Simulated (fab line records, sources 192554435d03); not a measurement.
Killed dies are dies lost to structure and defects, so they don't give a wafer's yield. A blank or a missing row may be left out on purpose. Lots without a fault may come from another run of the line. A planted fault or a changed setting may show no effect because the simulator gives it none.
Chamber matching | flow n5_finfet | N5_GATE_CUT_ALD_22 on ald_sin-04: 4 sister chambers
The step deposits SiNx, target thk 16 nm, pulse time 1 s, ald cycles 320. 4 wafers are shown with their chamber, then 12 later ones without.

WAFERS WITH THEIR CHAMBER
wafer  | chamber | heater_power_w (W)
L092.1 | 0       | 979
L092.3 | 3       | 850
L092.5 | 2       | 1044
L092.6 | 1       | 840

WAFERS WITHOUT THEIR CHAMBER
wafer  | heater_power_w (W)
L093.1 | 858
L093.3 | 1036
L093.6 | 1031
L094.1 | 1037
L094.2 | 812
L094.3 | 856
L094.4 | 1004
L094.5 | 1041
L094.6 | 887
L095.3 | 832
L095.4 | 871
L095.5 | 832

WHICH CHAMBER EACH WENT THROUGH
wafer  | from the rows above     | in truth
L093.1 | can't be placed: 3 or 1 | 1
L093.3 | 2                       | 2
L093.6 | 2                       | 2
L094.1 | 2                       | 2
L094.2 | can't be placed: 1 or 3 | 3
L094.3 | can't be placed: 3 or 1 | 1
L094.4 | can't be placed: 0 or 2 | 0
L094.5 | 2                       | 2
L094.6 | can't be placed: 3 or 1 | 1
L095.3 | can't be placed: 1 or 3 | 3
L095.4 | can't be placed: 3 or 1 | 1
L095.5 | can't be placed: 1 or 3 | 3
Placed correctly: 4 of 12. Can't be placed from these rows: 8 (the true chamber is among the candidates in 8). Placed wrongly: 0.
How it was worked out, from the rows above alone: a wafer's distance from a chamber is the root of the sum, over the readings, of the square of ((its reading less the chamber's mean) divided by the reading's scatter). The wafer belongs to the nearest chamber; if the next one is less than 2 further off, it can't be placed. A chamber's mean is the mean of its shown wafers. The scatter: with one shown wafer a chamber, the root of the mean of the squares of how far each hidden wafer lies from its nearest shown one.
